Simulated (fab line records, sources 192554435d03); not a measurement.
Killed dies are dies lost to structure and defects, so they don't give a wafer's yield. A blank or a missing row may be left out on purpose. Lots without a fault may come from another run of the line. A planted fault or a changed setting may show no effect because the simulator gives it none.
A struck lot beside a sound one | flow n5_finfet | 37 steps out of a route of 1938
Sound: wafers L464.2, L464.5, L464.6. Struck: wafer L460.1. (L460.4 of the same lot was not struck and is left out.) The cause comes at the end.
At each step with rows: each side's tool, then ch and its chambers, then its first start. Under that, the readings that differ: sound wafers | struck wafers | difference of the means | sigmas: that difference in standard deviations of wafers without a fault.
alike: readings whose means differ by less than 2 such deviations, and words and numbers that are the same on both sides. not compared: withheld readings, readings that some wafer has no value for, bounds like >300 that may hide the same value, and numbers for which the record gives no deviation and whose values overlap.
The two part at a step that has a row with sigmas, a row that says differs or no value, or rows on one side only. Numbers that don't overlap but have no deviation are shown without sigmas and don't part them. A reading that every wafer of one side lacks parts them only if that side has two wafers or more.

first, 9 steps without rows for these wafers: N5_BEOL_M13_PRE_CLEAN_42 (time 30 s); N5_BEOL_M13_SPUTTER_43 (material TaN, target thk 15 nm, time 24.19 s); N5_BEOL_M13_SPUTTER_44 (material Ta, target thk 10 nm, time 16.13 s); N5_BEOL_M13_SPUTTER_45 (material Cu, target thk 80 nm, time 13.33 s); N5_BEOL_M13_ECD_47 (material Cu, target thk 936 nm); N5_BEOL_M13_ANNEAL_48 (time 90 s); N5_BEOL_M13_CMP_49 (polishes, stops on SiOC, t overpolish 17.1 s, target thk 420 nm); N5_BEOL_M13_PRE_CLEAN_52 (time 15 s); N5_BEOL_M13_DEP_53 (deposits SiCN from 3MS/NH3, target thk 50 nm, time 17.8 s).
N5_BEOL_M14_ILD_DEP_00: deposits SiO2 from TEOS/O2, target thk 1119.3 nm, time 237.4 s.
  sound on pecvd-03 ch 0,2, day 15 18:07; struck on pecvd-01 ch 2, day 14 06:09
  reading                                       | sound             | struck | difference | sigmas
  rf_fwd_power_W (W)                            | 898.5 894.4 894.6 | 901.4  | +5.6       | +2
  run_length_s (s)                              | 279.9 281.8 280.2 | 319.9  | +39.3      | +76
  model.SiO2_of_BEOL_M14_ILD_DEP_00.thk_nm (nm) | 1123 1163 1144    | 1300   | +157       |
  alike: heater_power_outer_w, heater_power_w, showerhead_plenum_p_Torr, throttle_valve_pct
N5_BEOL_M14_THK_MEAS_01:
  sound on film_metro-01, day 15 18:23; struck on film_metro-02, day 14 06:20
  reading          | sound          | struck | difference | sigmas
  M14_ILD_THK (nm) | 1122 1163 1145 | 1300   | +157       | +9
then, 10 steps without rows for these wafers: N5_BEOL_M14_COAT_58 (time 60 s, resist thk 89 nm); N5_BEOL_M14_COAT_04 (resist thk 800 nm); N5_BEOL_M14_EBR_06; N5_BEOL_M14_SOFTBAKE_05 (time 60 s); N5_BEOL_M14_EXPOSE_07 (exposes mask V13); N5_BEOL_M14_PEB_08 (peb time 90 s); N5_BEOL_M14_DEVELOP_09 (develop time 45 s); N5_BEOL_M14_HARDBAKE_14 (time 120 s); N5_BEOL_M14_DESCUM_15 (chemistry O2, time 7.9 s); N5_BEOL_M14_ETCH_59 (etches BARC in N2/H2, target depth 89 nm, overetch 26.7 nm, time 67.9 s).
N5_BEOL_M14_VIA_ETCH_16: etches SiO2 in C4F8/O2/Ar, target depth 1231.3 nm.
  sound on rie_diel-02 ch 0,1,3, day 15 18:52; struck on rie_diel-04 ch 1, day 14 06:56
  reading                                    | sound           | struck | difference | sigmas
  model.etch.depth_nm (nm)                   | 1123 1163 1144  | 1300   | +157       |
  model.coat_of_BEOL_M14_COAT_04.thk_nm (nm) | 455 455.4 451.8 | 411.8  | -42.3      |
  alike: O2_flow_sccm, drypump_motor_current_A, oes_product_au, rf_fwd_power_W, rf_vpp_V, showerhead_plenum_p_Torr, throttle_valve_pct
then, 13 steps without rows for these wafers: N5_BEOL_M14_STRIP_63 (strips in O2); N5_BEOL_M14_STRIP_64 (strips in O2); N5_BEOL_M14_STRIP_71 (strips in post etch residue remover, time 60 s); N5_BEOL_M14_SRD_72 (time 30 s, dry time 30 s); N5_BEOL_M14_COAT_65 (time 60 s, resist thk 450 nm); N5_BEOL_M14_COAT_66 (time 60 s, resist thk 110 nm); N5_BEOL_M14_COAT_22 (resist thk 300 nm); N5_BEOL_M14_EBR_24; N5_BEOL_M14_SOFTBAKE_23 (time 60 s); N5_BEOL_M14_EXPOSE_25 (exposes mask M14, target cd 280 nm); N5_BEOL_M14_PEB_26 (peb time 90 s); N5_BEOL_M14_DEVELOP_27 (develop time 45 s); N5_BEOL_M14_HARDBAKE_32 (time 120 s).
N5_BEOL_M14_CMP_49: polishes, stops on SiO2, t overpolish 5.2 s, target thk 560 nm.
  sound on cmp-01 ch 0,3, day 15 21:59; struck on cmp-03 ch 0, day 14 10:25
  reading                                       | sound             | struck | difference | sigmas
  clearing_platen_rpm (rpm)                     | 80.03 80.00 79.98 | 79.91  | -0.09      | -2
  model.SiO2_of_BEOL_M14_ILD_DEP_00.thk_nm (nm) | 1044 1083 1065    | 1221   | +157       |
  alike: clearing_platen_down_force_psi, edge_zone_pressure_frac, motor_current_A
N5_PASSIVATION_PROBE_49:
  sound on prober-02, day 16 18:54; struck on prober-02, day 15 09:59
  reading                 | sound       | struck | difference | sigmas
  killed_at_M4_up         | 10 14 4     | 21     | +12        | +2
  killed_open             | 65 63 72    | 89     | +22        | +2
  sort_bin_5_function (%) | 4.8 4.3 5.5 | 7.5    | +2.6       | +3
  alike: defect_limited_yield, killed_at_M0_to_M3, killed_at_contacts, killed_at_front_end, killed_at_other, killed_dies, killed_short, sort_bin_6_memory, sort_n_pass, sort_yield_pct

WHERE THEY PART
First at N5_BEOL_M14_ILD_DEP_00; last, within this record, at N5_PASSIVATION_PROBE_49.

WHY: what the simulator had put in
Process parameter drift: pecvd-01, from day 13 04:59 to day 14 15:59, at N5_BEOL_M14_ILD_DEP_00. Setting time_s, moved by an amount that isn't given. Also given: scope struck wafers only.
